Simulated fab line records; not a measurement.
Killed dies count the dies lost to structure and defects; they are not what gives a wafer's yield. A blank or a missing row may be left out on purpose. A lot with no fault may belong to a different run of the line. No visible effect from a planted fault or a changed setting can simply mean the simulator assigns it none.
Matching of chambers :: flow n5-finfet :: N5_BEOL_M6_DEP_56 on pecvd-03: 3 sister chambers
The step deposits SiCN from 3MS/NH3, target thk 10 nm, time 17.5 s. 6 wafers are shown with their chamber, then 8 later ones without.

WAFERS WITH THEIR CHAMBER
wafer: L080.2
chamber: 0
showerhead-plenum-p-Torr (Torr): 3.649
throttle-valve-pct (%): 8.87

wafer: L080.6
chamber: 0
showerhead-plenum-p-Torr (Torr): 3.661
throttle-valve-pct (%): 8.65

wafer: L079.6
chamber: 1
showerhead-plenum-p-Torr (Torr): 3.676
throttle-valve-pct (%): 8.95

wafer: L088.3
chamber: 1
showerhead-plenum-p-Torr (Torr): 3.662
throttle-valve-pct (%): 8.69

wafer: L088.5
chamber: 2
showerhead-plenum-p-Torr (Torr): 3.627
throttle-valve-pct (%): 9.14

wafer: L091.1
chamber: 2
showerhead-plenum-p-Torr (Torr): 3.640
throttle-valve-pct (%): 8.72

WAFERS WHOSE CHAMBER IS MISSING
wafer: L091.2
showerhead-plenum-p-Torr (Torr): 3.654
throttle-valve-pct (%): 8.91

wafer: L091.4
showerhead-plenum-p-Torr (Torr): 3.663
throttle-valve-pct (%): 8.99

wafer: L095.1
showerhead-plenum-p-Torr (Torr): 3.655
throttle-valve-pct (%): 8.82

wafer: L095.3
showerhead-plenum-p-Torr (Torr): 3.627
throttle-valve-pct (%): 8.92

wafer: L095.5
showerhead-plenum-p-Torr (Torr): 3.659
throttle-valve-pct (%): 9.03

wafer: L096.1
showerhead-plenum-p-Torr (Torr): 3.666
throttle-valve-pct (%): 8.83

wafer: L096.5
showerhead-plenum-p-Torr (Torr): 3.675
throttle-valve-pct (%): 8.83

wafer: L096.6
showerhead-plenum-p-Torr (Torr): 3.655
throttle-valve-pct (%): 8.72

WHICH CHAMBER EACH ONE RAN IN
wafer: L091.2
from the rows above: can't be placed: 0 or 1 or 2
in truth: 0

wafer: L091.4
from the rows above: can't be placed: 1 or 0
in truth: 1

wafer: L095.1
from the rows above: can't be placed: 0 or 1
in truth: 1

wafer: L095.3
from the rows above: 2
in truth: 2

wafer: L095.5
from the rows above: can't be placed: 0 or 1 or 2
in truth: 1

wafer: L096.1
from the rows above: can't be placed: 1 or 0
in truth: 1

wafer: L096.5
from the rows above: can't be placed: 1 or 0
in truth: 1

wafer: L096.6
from the rows above: can't be placed: 0 or 1
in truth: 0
Correct placement for 1 of the 8. Can't be placed from these rows: 7 (the true chamber is among the candidates in 7). Number placed wrongly: 0.
How it was worked out, from the rows above alone: a wafer's distance from a chamber is the root of the sum, over the readings, of the square of ((its reading less the chamber's mean) divided by the reading's scatter). The wafer belongs to the nearest chamber; if the next one is less than 2 further off, it can't be placed. For every chamber, the mean is computed from those of its wafers that are shown. The scatter is the square root of a quotient: the sum, over the shown wafers, of each reading's squared deviation from its chamber's mean, divided by wafers minus chambers.
